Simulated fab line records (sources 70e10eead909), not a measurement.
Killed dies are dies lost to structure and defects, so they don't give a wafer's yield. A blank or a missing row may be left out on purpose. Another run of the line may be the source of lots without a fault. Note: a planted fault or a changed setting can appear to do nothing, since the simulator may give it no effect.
Chamber matching || flow nand-harc || NHARC_A_CHANNEL_FILL_D1_CMP_10 on cmp-04: 4 sister chambers
The step polishes, target thk 150 nm. 8 wafers are shown with their chamber, then 11 later ones without.

## WAFERS PAIRED WITH THEIR CHAMBERS
{"wafer": "L077.1", "chamber": 0, "motor-current-A (A)": 11.3, "time-to-endpoint-s (s)": 15.5}
{"wafer": "L077.5", "chamber": 3, "motor-current-A (A)": 12.9, "time-to-endpoint-s (s)": 11.5}
{"wafer": "L079.1", "chamber": 3, "motor-current-A (A)": 12.4, "time-to-endpoint-s (s)": 16.9}
{"wafer": "L079.3", "chamber": 2, "motor-current-A (A)": 12.3, "time-to-endpoint-s (s)": 17.1}
{"wafer": "L080.1", "chamber": 2, "motor-current-A (A)": 11.1, "time-to-endpoint-s (s)": 11.8}
{"wafer": "L080.3", "chamber": 1, "motor-current-A (A)": 13.2, "time-to-endpoint-s (s)": 10.2}
{"wafer": "L080.5", "chamber": 1, "motor-current-A (A)": 13.0, "time-to-endpoint-s (s)": 9.0}
{"wafer": "L084.2", "chamber": 0, "motor-current-A (A)": 11.7, "time-to-endpoint-s (s)": 18.4}

## WAFERS WHOSE CHAMBER IS MISSING
{"wafer": "L084.4", "motor-current-A (A)": 13.2, "time-to-endpoint-s (s)": 13.7}
{"wafer": "L084.5", "motor-current-A (A)": 11.7, "time-to-endpoint-s (s)": 15.5}
{"wafer": "L085.1", "motor-current-A (A)": 11.9, "time-to-endpoint-s (s)": 12.4}
{"wafer": "L085.2", "motor-current-A (A)": 12.0, "time-to-endpoint-s (s)": 14.5}
{"wafer": "L085.6", "motor-current-A (A)": 11.9, "time-to-endpoint-s (s)": 16.4}
{"wafer": "L092.2", "motor-current-A (A)": 12.5, "time-to-endpoint-s (s)": 12.9}
{"wafer": "L092.5", "motor-current-A (A)": 12.1, "time-to-endpoint-s (s)": 10.4}
{"wafer": "L092.6", "motor-current-A (A)": 12.7, "time-to-endpoint-s (s)": 12.2}
{"wafer": "L097.1", "motor-current-A (A)": 12.3, "time-to-endpoint-s (s)": 14.2}
{"wafer": "L097.2", "motor-current-A (A)": 12.0, "time-to-endpoint-s (s)": 15.8}
{"wafer": "L097.3", "motor-current-A (A)": 12.5, "time-to-endpoint-s (s)": 14.1}

## THE CHAMBER EACH PASSED THROUGH
{"wafer": "L084.4", "from the rows above": "can't be placed: 3 or 1 or 2", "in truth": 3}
{"wafer": "L084.5", "from the rows above": "can't be placed: 2 or 0 or 3", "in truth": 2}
{"wafer": "L085.1", "from the rows above": "can't be placed: 2 or 3 or 0 or 1", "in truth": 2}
{"wafer": "L085.2", "from the rows above": "can't be placed: 2 or 0 or 3", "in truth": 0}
{"wafer": "L085.6", "from the rows above": "can't be placed: 2 or 0 or 3", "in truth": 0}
{"wafer": "L092.2", "from the rows above": "can't be placed: 3 or 1 or 2 or 0", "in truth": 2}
{"wafer": "L092.5", "from the rows above": "can't be placed: 2 or 3 or 1 or 0", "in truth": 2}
{"wafer": "L092.6", "from the rows above": "can't be placed: 3 or 1 or 2", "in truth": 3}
{"wafer": "L097.1", "from the rows above": "can't be placed: 3 or 2 or 0 or 1", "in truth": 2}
{"wafer": "L097.2", "from the rows above": "can't be placed: 2 or 0 or 3", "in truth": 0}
{"wafer": "L097.3", "from the rows above": "can't be placed: 3 or 2 or 1 or 0", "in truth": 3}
Correctly placed: 0 of 11. Unplaceable from these rows: 11, with the true chamber sitting among the candidates in 11. 0 placed wrongly.
How it was worked out, from the rows above alone: a wafer's distance from a chamber is the root of the sum, over the readings, of the square of ((its reading less the chamber's mean) divided by the reading's scatter). The wafer belongs to the nearest chamber; if the next one is less than 2 further off, it can't be placed. Each chamber's mean is taken over the wafers shown for it. The scatter is the square root of a quotient: the sum, over the shown wafers, of each reading's squared deviation from its chamber's mean, divided by wafers minus chambers.
